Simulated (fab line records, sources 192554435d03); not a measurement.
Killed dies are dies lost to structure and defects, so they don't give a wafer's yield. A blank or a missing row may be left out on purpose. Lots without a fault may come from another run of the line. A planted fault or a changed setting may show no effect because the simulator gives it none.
Chamber matching | flow n5_finfet | N5_BEOL_M4_ILD_DEP_00 on pecvd-02: 3 sister chambers
The step deposits SiOC from DEMS/O2, target thk 79 nm, time 15.3 s. 3 wafers are shown with their chamber, then 10 later ones without.

WAFERS WITH THEIR CHAMBER
wafer  | chamber | showerhead_plenum_p_Torr (Torr)
L081.3 | 2       | 5.677
L086.5 | 0       | 5.695
L092.3 | 1       | 5.723

WAFERS WITHOUT THEIR CHAMBER
wafer  | showerhead_plenum_p_Torr (Torr)
L092.6 | 5.715
L094.1 | 5.688
L094.5 | 5.725
L094.6 | 5.690
L095.1 | 5.680
L095.4 | 5.674
L095.5 | 5.678
L097.2 | 5.682
L097.3 | 5.668
L097.5 | 5.719

WHICH CHAMBER EACH WENT THROUGH
wafer  | from the rows above     | in truth
L092.6 | 1                       | 1
L094.1 | can't be placed: 0 or 2 | 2
L094.5 | 1                       | 1
L094.6 | can't be placed: 0 or 2 | 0
L095.1 | 2                       | 2
L095.4 | 2                       | 2
L095.5 | 2                       | 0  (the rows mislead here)
L097.2 | can't be placed: 2 or 0 | 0
L097.3 | 2                       | 2
L097.5 | 1                       | 1
Placed correctly: 6 of 10. Can't be placed from these rows: 3 (the true chamber is among the candidates in 3). Placed wrongly: 1.
How it was worked out, from the rows above alone: a wafer's distance from a chamber is the root of the sum, over the readings, of the square of ((its reading less the chamber's mean) divided by the reading's scatter). The wafer belongs to the nearest chamber; if the next one is less than 2 further off, it can't be placed. A chamber's mean is the mean of its shown wafers. The scatter: with one shown wafer a chamber, the root of the mean of the squares of how far each hidden wafer lies from its nearest shown one.
